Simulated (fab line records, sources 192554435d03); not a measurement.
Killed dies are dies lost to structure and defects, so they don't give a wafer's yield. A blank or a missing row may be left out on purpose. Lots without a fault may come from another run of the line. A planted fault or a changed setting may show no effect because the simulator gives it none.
Chamber matching | flow n5_finfet | N5_MOL_CONTACT_COAG_CO_FILL_22 on cvd_co-01: 3 sister chambers
The step material Co, precursor CCTBA/H2, target thk 20 nm. 24 wafers are shown with their chamber, then 12 later ones without.

WAFERS WITH THEIR CHAMBER
wafer  | chamber | heater_power_w (W) | susceptor_temp_C (C)
L075.2 | 2       | 244                | 199.95
L075.4 | 2       | 245                | 200.23
L075.5 | 1       | 269                | 199.91
L077.1 | 1       | 277                | 199.99
L077.2 | 0       | 236                | 199.95
L077.4 | 1       | 272                | 200.15
L080.2 | 2       | 246                | 200.27
L080.3 | 0       | 233                | 200.18
L080.4 | 2       | 248                | 200.04
L081.3 | 0       | 236                | 199.84
L081.4 | 2       | 250                | 199.95
L081.6 | 2       | 241                | 200.06
L085.2 | 0       | 238                | 199.99
L085.4 | 1       | 247                | 199.85
L085.6 | 0       | 235                | 199.78
L086.1 | 0       | 234                | 200.01
L086.2 | 1       | 257                | 200.28
L086.3 | 2       | 242                | 200.00
L089.1 | 1       | 250                | 199.71
L089.4 | 2       | 251                | 200.25
L089.6 | 0       | 234                | 199.72
L091.1 | 1       | 246                | 200.07
L091.2 | 0       | 236                | 199.74
L091.4 | 0       | 234                | 200.05

SIGNATURES (means of the wafers above)
reading          | chamber 0 | chamber 1 | chamber 2 | scatter within a chamber
heater_power_w   | 235.11    | 259.71    | 245.88    | 7.23
susceptor_temp_C | 199.9178  | 199.9943  | 200.0938  | 0.161
Rule: a wafer's distance from a chamber is the root of the sum, over the readings, of the square of ((its reading less the chamber's mean) divided by the reading's scatter). The wafer belongs to the nearest chamber; if the next one is less than 2 further off, it can't be placed. The scatter: the root of (the sum of the squares of (reading less its chamber's mean) over the shown wafers, divided by (wafers less chambers)).

WAFERS WITHOUT THEIR CHAMBER
wafer  | heater_power_w (W) | susceptor_temp_C (C)
L092.2 | 237                | 199.94
L092.4 | 251                | 199.89
L092.5 | 228                | 199.90
L076.2 | 247                | 199.81
L076.3 | 244                | 200.08
L076.5 | 241                | 199.97
L094.4 | 233                | 199.99
L094.5 | 242                | 199.90
L094.6 | 246                | 199.94
L095.1 | 232                | 200.07
L095.3 | 250                | 200.20
L095.6 | 232                | 200.03

WHICH CHAMBER EACH WENT THROUGH
wafer  | from the rows above          | in truth
L092.2 | can't be placed: 0 or 2      | 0
L092.4 | can't be placed: 1 or 2 or 0 | 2
L092.5 | can't be placed: 0 or 2      | 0
L076.2 | can't be placed: 2 or 0 or 1 | 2
L076.3 | can't be placed: 2 or 0 or 1 | 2
L076.5 | can't be placed: 0 or 2 or 1 | 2
L094.4 | can't be placed: 0 or 2      | 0
L094.5 | can't be placed: 0 or 2 or 1 | 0
L094.6 | can't be placed: 2 or 0 or 1 | 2
L095.1 | can't be placed: 0 or 2      | 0
L095.3 | can't be placed: 2 or 1 or 0 | 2
L095.6 | can't be placed: 0 or 2      | 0
Placed correctly: 0 of 12. Can't be placed from these rows: 12 (the true chamber is among the candidates in 12). Placed wrongly: 0.
